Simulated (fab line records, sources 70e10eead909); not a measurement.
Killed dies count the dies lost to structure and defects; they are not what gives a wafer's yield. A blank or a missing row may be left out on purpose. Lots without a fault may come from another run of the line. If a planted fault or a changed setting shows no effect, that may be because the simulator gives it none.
Which tool did it? || flow nand harc || 14 lots, 40 wafers sampled, at 3 steps of a route of 1302

WHAT THE GAUGES READ, wafer by wafer
NHARC_THIN_TSV_CD_MEAS_33: target cd 5000 nm. Usual: cd nm 4999.5 nm, standard deviation 1.5.
{"lot": "L837", "measured": "day 24 02:31", "on": "cd sem-01", "cd nm (nm)": "5003.1 5000.7 4999.2", "flag": ""}
{"lot": "L839", "measured": "day 25 13:07", "on": "cd sem-01", "cd nm (nm)": "4998.8 4998.4 4999.0", "flag": ""}
{"lot": "L844", "measured": "day 26 06:08", "on": "cd sem-02", "cd nm (nm)": "4999.8 5002.2 5000.6", "flag": ""}
{"lot": "L843", "measured": "day 26 12:29", "on": "cd sem-01", "cd nm (nm)": 4999.6, "flag": ""}
{"lot": "L845", "measured": "day 27 12:14", "on": "cd sem-01", "cd nm (nm)": "5001.8 4999.2 5000.2", "flag": ""}
{"lot": "L850", "measured": "day 29 15:23", "on": "cd sem-03", "cd nm (nm)": "4999.1 4999.1 4999.4", "flag": ""}
{"lot": "L851", "measured": "day 29 23:34", "on": "cd sem-02", "cd nm (nm)": "4999.1 4999.3 5001.0", "flag": ""}
{"lot": "L852", "measured": "day 30 00:31", "on": "cd sem-02", "cd nm (nm)": "4997.6 4999.6 4997.8", "flag": ""}
{"lot": "L853", "measured": "day 30 09:20", "on": "cd sem-02", "cd nm (nm)": "4997.9 4996.6 4999.5", "flag": ""}
{"lot": "L854", "measured": "day 30 13:42", "on": "cd sem-02", "cd nm (nm)": "4999.1 5000.3 5000.2", "flag": ""}
{"lot": "L855", "measured": "day 31 07:13", "on": "cd sem-01", "cd nm (nm)": "4999.1 4998.3 5002.3", "flag": ""}
{"lot": "L858", "measured": "day 32 09:23", "on": "cd sem-02", "cd nm (nm)": "4999.5 4997.8 5000.4", "flag": ""}
{"lot": "L859", "measured": "day 32 20:59", "on": "cd sem-02", "cd nm (nm)": "5000.0 4999.8 5001.1", "flag": ""}
{"lot": "L860", "measured": "day 33 12:05", "on": "cd sem-01", "cd nm (nm)": "5000.0 4998.7 5000.1", "flag": ""}

WHAT TOOL EACH LOT RAN ON (gives the tool, then ch and the chambers of the sampled wafers, and finally the start)
{"lot": "L837", "NHARC_THIN_TSV_ETCHBACK_48": "rie diel-11 ch 0,1, day 23 22:43", "NHARC_THIN_TSV_STRIP_62": "plasma asher-02 ch 0,1, day 23 23:13"}
{"lot": "L839", "NHARC_THIN_TSV_ETCHBACK_48": "rie diel-11 ch 0,2, day 25 09:11", "NHARC_THIN_TSV_STRIP_62": "plasma asher-02 ch 0, day 25 09:32"}
{"lot": "L844", "NHARC_THIN_TSV_ETCHBACK_48": "rie diel-07 ch 1,2, day 26 02:06", "NHARC_THIN_TSV_STRIP_62": "plasma asher-01 ch 0,1, day 26 02:32"}
{"lot": "L843", "NHARC_THIN_TSV_ETCHBACK_48": "rie diel-07 ch 0, day 26 08:47", "NHARC_THIN_TSV_STRIP_62": "plasma asher-01 ch 0, day 26 09:11"}
{"lot": "L845", "NHARC_THIN_TSV_ETCHBACK_48": "rie diel-11 ch 2,3, day 27 08:34", "NHARC_THIN_TSV_STRIP_62": "plasma asher-02 ch 0,1, day 27 08:57"}
{"lot": "L850", "NHARC_THIN_TSV_ETCHBACK_48": "rie diel-11 ch 0,2,3, day 29 11:56", "NHARC_THIN_TSV_STRIP_62": "plasma asher-02 ch 0,1, day 29 12:13"}
{"lot": "L851", "NHARC_THIN_TSV_ETCHBACK_48": "rie diel-09 ch 0,2,3, day 29 20:02", "NHARC_THIN_TSV_STRIP_62": "plasma asher-02 ch 0,1, day 29 20:21"}
{"lot": "L852", "NHARC_THIN_TSV_ETCHBACK_48": "rie diel-11 ch 0,1,2, day 29 20:52", "NHARC_THIN_TSV_STRIP_62": "plasma asher-01 ch 0,1, day 29 21:13"}
{"lot": "L853", "NHARC_THIN_TSV_ETCHBACK_48": "rie diel-11 ch 0,2,3, day 30 05:46", "NHARC_THIN_TSV_STRIP_62": "plasma asher-02 ch 0,1, day 30 06:11"}
{"lot": "L854", "NHARC_THIN_TSV_ETCHBACK_48": "rie diel-09 ch 2,3, day 30 10:11", "NHARC_THIN_TSV_STRIP_62": "plasma asher-01 ch 0,1, day 30 10:34"}
{"lot": "L855", "NHARC_THIN_TSV_ETCHBACK_48": "rie diel-07 ch 0,2,3, day 31 03:36", "NHARC_THIN_TSV_STRIP_62": "plasma asher-02 ch 0,1, day 31 03:55"}
{"lot": "L858", "NHARC_THIN_TSV_ETCHBACK_48": "rie diel-11 ch 0,2,3, day 32 05:51", "NHARC_THIN_TSV_STRIP_62": "plasma asher-02 ch 0,1, day 32 06:13"}
{"lot": "L859", "NHARC_THIN_TSV_ETCHBACK_48": "rie diel-11 ch 2,3, day 32 17:20", "NHARC_THIN_TSV_STRIP_62": "plasma asher-01 ch 0,1, day 32 17:41"}
{"lot": "L860", "NHARC_THIN_TSV_ETCHBACK_48": "rie diel-11 ch 0,3, day 33 08:16", "NHARC_THIN_TSV_STRIP_62": "plasma asher-01 ch 0,1, day 33 08:38"}
- NHARC_THIN_TSV_ETCHBACK_48: etches the open film in C4F8/Ar, target depth 1028.5 nm, time 405.17 s.
- NHARC_THIN_TSV_STRIP_62: strips in N2/H2, time 20 s.

AS READ BY THE TOOLS THEMSELVES (means over the sampled wafers that have a number; for cases with no such wafer, the mark the record gives instead)
NHARC_THIN_TSV_ETCHBACK_48. Usual: bias w 300.1 W, standard deviation 0.87; oes product au 0.95 a.u., standard deviation 0.035; rf fwd power W 598.8 W, standard deviation 1.7; rf vpp V 546 V, standard deviation 3.7.
{"lot": "L837", "tool": "rie diel-11", "bias w (W)": 300.2, "oes product au (a.u.)": 0.92, "rf fwd power W (W)": 599.0, "rf vpp V (V)": 545, "flag": ""}
{"lot": "L839", "tool": "rie diel-11", "bias w (W)": 300.3, "oes product au (a.u.)": 0.97, "rf fwd power W (W)": 599.0, "rf vpp V (V)": 549, "flag": ""}
{"lot": "L844", "tool": "rie diel-07", "bias w (W)": 300.3, "oes product au (a.u.)": 0.92, "rf fwd power W (W)": 599.8, "rf vpp V (V)": 549, "flag": ""}
{"lot": "L843", "tool": "rie diel-07", "bias w (W)": 300.6, "oes product au (a.u.)": 0.91, "rf fwd power W (W)": 599.9, "rf vpp V (V)": 547, "flag": ""}
{"lot": "L845", "tool": "rie diel-11", "bias w (W)": 301.0, "oes product au (a.u.)": 1.01, "rf fwd power W (W)": 599.4, "rf vpp V (V)": 549, "flag": ""}
{"lot": "L850", "tool": "rie diel-11", "bias w (W)": 299.0, "oes product au (a.u.)": 0.96, "rf fwd power W (W)": 599.0, "rf vpp V (V)": 546, "flag": ""}
{"lot": "L851", "tool": "rie diel-09", "bias w (W)": 300.5, "oes product au (a.u.)": 1.00, "rf fwd power W (W)": 597.8, "rf vpp V (V)": 546, "flag": ""}
{"lot": "L852", "tool": "rie diel-11", "bias w (W)": 299.9, "oes product au (a.u.)": 0.92, "rf fwd power W (W)": 600.2, "rf vpp V (V)": 548, "flag": ""}
{"lot": "L853", "tool": "rie diel-11", "bias w (W)": 299.2, "oes product au (a.u.)": 0.92, "rf fwd power W (W)": 598.4, "rf vpp V (V)": 545, "flag": ""}
{"lot": "L854", "tool": "rie diel-09", "bias w (W)": 298.9, "oes product au (a.u.)": 0.99, "rf fwd power W (W)": 597.8, "rf vpp V (V)": 549, "flag": ""}
{"lot": "L855", "tool": "rie diel-07", "bias w (W)": 299.6, "oes product au (a.u.)": 0.93, "rf fwd power W (W)": 598.7, "rf vpp V (V)": 547, "flag": ""}
{"lot": "L858", "tool": "rie diel-11", "bias w (W)": 299.6, "oes product au (a.u.)": 0.93, "rf fwd power W (W)": 598.5, "rf vpp V (V)": 547, "flag": ""}
{"lot": "L859", "tool": "rie diel-11", "bias w (W)": 300.5, "oes product au (a.u.)": 0.92, "rf fwd power W (W)": 598.0, "rf vpp V (V)": 546, "flag": ""}
{"lot": "L860", "tool": "rie diel-11", "bias w (W)": 299.7, "oes product au (a.u.)": 0.92, "rf fwd power W (W)": 597.6, "rf vpp V (V)": 543, "flag": ""}

NHARC_THIN_TSV_STRIP_62. Usual: drypump motor current A 5.6 A, standard deviation 0.35; heater power w 338 W, standard deviation 27.
{"lot": "L837", "tool": "plasma asher-02", "drypump motor current A (A)": 5.5, "heater power w (W)": 341, "flag": ""}
{"lot": "L839", "tool": "plasma asher-02", "drypump motor current A (A)": 5.7, "heater power w (W)": 361, "flag": ""}
{"lot": "L844", "tool": "plasma asher-01", "drypump motor current A (A)": 5.8, "heater power w (W)": 319, "flag": ""}
{"lot": "L843", "tool": "plasma asher-01", "drypump motor current A (A)": 6.2, "heater power w (W)": 395, "flag": ""}
{"lot": "L845", "tool": "plasma asher-02", "drypump motor current A (A)": 5.3, "heater power w (W)": 339, "flag": ""}
{"lot": "L850", "tool": "plasma asher-02", "drypump motor current A (A)": 5.4, "heater power w (W)": 340, "flag": ""}
{"lot": "L851", "tool": "plasma asher-02", "drypump motor current A (A)": 5.4, "heater power w (W)": 336, "flag": ""}
{"lot": "L852", "tool": "plasma asher-01", "drypump motor current A (A)": 5.7, "heater power w (W)": 318, "flag": ""}
{"lot": "L853", "tool": "plasma asher-02", "drypump motor current A (A)": 5.5, "heater power w (W)": 340, "flag": ""}
{"lot": "L854", "tool": "plasma asher-01", "drypump motor current A (A)": 6.0, "heater power w (W)": 344, "flag": ""}
{"lot": "L855", "tool": "plasma asher-02", "drypump motor current A (A)": 5.5, "heater power w (W)": 343, "flag": ""}
{"lot": "L858", "tool": "plasma asher-02", "drypump motor current A (A)": 5.4, "heater power w (W)": 337, "flag": ""}
{"lot": "L859", "tool": "plasma asher-01", "drypump motor current A (A)": 6.0, "heater power w (W)": 344, "flag": ""}
{"lot": "L860", "tool": "plasma asher-01", "drypump motor current A (A)": 5.8, "heater power w (W)": 310, "flag": ""}

THE ANSWER, worked out from the rows above alone
Rule: lot off if the mean of its wafers having a number is beyond 3 standard deviations from the usual mean. A lot without any number at a reading at which 4 lots or more have one is off too. All remaining lots with rows at the step are treated as sound. Order of review: gauges by route order, followed by the tools' own readings, for which a lot's mean as printed above is used. The first step at which some lot is off is used, and at that step the reading that is off furthest; a lot without a number counts as furthest.
Nothing can be told from this: no lot is off at any reading shown.

WHAT THE SIMULATOR PUT IN
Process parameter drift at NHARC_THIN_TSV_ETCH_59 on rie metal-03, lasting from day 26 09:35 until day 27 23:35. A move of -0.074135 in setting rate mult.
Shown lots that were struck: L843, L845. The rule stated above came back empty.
